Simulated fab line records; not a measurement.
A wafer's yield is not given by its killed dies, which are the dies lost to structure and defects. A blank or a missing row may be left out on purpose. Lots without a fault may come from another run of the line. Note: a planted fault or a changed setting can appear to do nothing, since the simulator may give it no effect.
Matching of chambers    flow n5-finfet    3 sister chambers for N5_BEOL_M1_ILD_DEP_00 on pecvd-02
The step deposits SiOC from DEMS/O2, target thk 79 nm, time 15.3 s. 20 wafers are shown with their chamber, then 10 later ones without.

## WAFERS, EACH WITH ITS CHAMBER
wafer   chamber  throttle-valve-pct (%)  heater-power-w (W)  showerhead-plenum-p-Torr (Torr)
L079.2  2        13.1                    702                 5.681
L079.3  0        11.1                    499                 5.670
L079.5  0        11.1                    504                 5.677
L081.1  0        10.8                    480                 5.666
L081.4  1        12.1                    397                 5.696
L081.6  0        11.2                    494                 5.670
L084.3  2        13.0                    711                 5.676
L084.4  1        11.8                    451                 5.702
L084.6  0        11.0                    502                 5.675
L087.1  2        13.0                    664                 5.675
L087.4  1        11.9                    394                 5.700
L087.5  2        13.0                    685                 5.674
L089.2  0        11.2                    588                 5.667
L089.3  1        12.2                    450                 5.684
L089.5  1        12.4                    458                 5.698
L088.3  0        11.3                    519                 5.666
L088.5  0        11.3                    519                 5.672
L088.6  1        12.4                    388                 5.709
L090.1  0        11.1                    585                 5.661
L090.3  1        11.9                    496                 5.692

SIGNATURES, as means of the wafers listed above
reading                   chamber 0  chamber 1  chamber 2  scatter within a chamber
throttle-valve-pct        11.122     12.100     13.025     0.182
heater-power-w            521.11     433.43     690.50     37.2
showerhead-plenum-p-Torr  5.66933    5.69729    5.67650    0.00593
Rule: for each reading, subtract the chamber's mean from the wafer's reading, divide by that reading's scatter and square the result; add these up over the readings and take the root, which gives the wafer's distance from the chamber. If the next closest chamber is less than 2 further off than the closest, the wafer can't be placed; otherwise it belongs to the closest. The scatter: the root of (the sum of the squares of (reading less its chamber's mean) over the shown wafers, divided by (wafers less chambers)).

## WAFERS WHOSE CHAMBER IS MISSING
wafer   throttle-valve-pct (%)  heater-power-w (W)  showerhead-plenum-p-Torr (Torr)
L090.6  10.8                    567                 5.681
L092.2  12.1                    441                 5.713
L092.3  11.3                    530                 5.681
L092.6  11.2                    539                 5.666
L094.3  11.1                    548                 5.662
L094.5  12.2                    408                 5.707
L094.6  10.9                    577                 5.671
L095.2  11.6                    705                 5.669
L095.4  11.9                    735                 5.674
L095.5  11.9                    419                 5.698

## THE CHAMBER EACH PASSED THROUGH
wafer    from the rows above       in truth
L090.6   0                         0
L092.2   1                         1
L092.3   0                         0
L092.6   0                         0
L094.3   0                         0
L094.5   1                         1
L094.6   0                         0
L095.2   0                         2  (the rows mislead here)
L095.4   can't be placed: 2 or 0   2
L095.5   1                         1
Correctly placed: 8 of 10. From these rows, 1 cannot be placed; in 1 the true chamber is one of the candidates. Number placed wrongly: 1.
